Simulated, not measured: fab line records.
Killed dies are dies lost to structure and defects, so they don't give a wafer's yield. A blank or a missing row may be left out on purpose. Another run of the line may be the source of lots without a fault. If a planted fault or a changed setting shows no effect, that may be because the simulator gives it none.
Chamber matching | flow n5_finfet | N5_MOL_CONTACT_COAG_DESCUM_45 on rie_diel-03: 4 sister chambers
The step chemistry O2, time 7 s. 4 wafers are shown with their chamber, then 10 later ones without.

## WAFERS PAIRED WITH THEIR CHAMBERS
wafer  | chamber | drypump_motor_current_A (A)
L076.6 | 0       | 6.3
L091.6 | 1       | 4.8
L092.1 | 3       | 5.8
L092.2 | 2       | 5.8

## WAFERS WITH NO CHAMBER GIVEN
wafer  | drypump_motor_current_A (A)
L092.5 | 5.8
L093.4 | 5.7
L093.5 | 5.8
L093.6 | 5.8
L094.2 | 5.8
L094.3 | 5.8
L094.4 | 5.8
L095.1 | 5.8
L095.4 | 5.7
L095.5 | 4.8

## WHICH CHAMBER EACH WENT THROUGH
wafer  | from the rows above     | in truth
L092.5 | can't be placed: 2 or 3 | 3
L093.4 | can't be placed: 2 or 3 | 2
L093.5 | can't be placed: 2 or 3 | 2
L093.6 | can't be placed: 2 or 3 | 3
L094.2 | can't be placed: 2 or 3 | 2
L094.3 | can't be placed: 2 or 3 | 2
L094.4 | can't be placed: 2 or 3 | 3
L095.1 | can't be placed: 2 or 3 | 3
L095.4 | can't be placed: 2 or 3 | 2
L095.5 | 1                       | 1
Placed correctly: 1 of 10. Unplaceable from these rows: 9, with the true chamber sitting among the candidates in 9. 0 placed wrongly.
How it was worked out, from the rows above alone: a wafer's distance from a chamber is the root of the sum, over the readings, of the square of ((its reading less the chamber's mean) divided by the reading's scatter). If the next closest chamber is less than 2 further off than the closest, the wafer can't be placed; otherwise it belongs to the closest. Each chamber's mean is taken over the wafers shown for it. The scatter: root of mean squared gap, hidden wafer to nearest shown wafer, with one shown wafer a chamber.
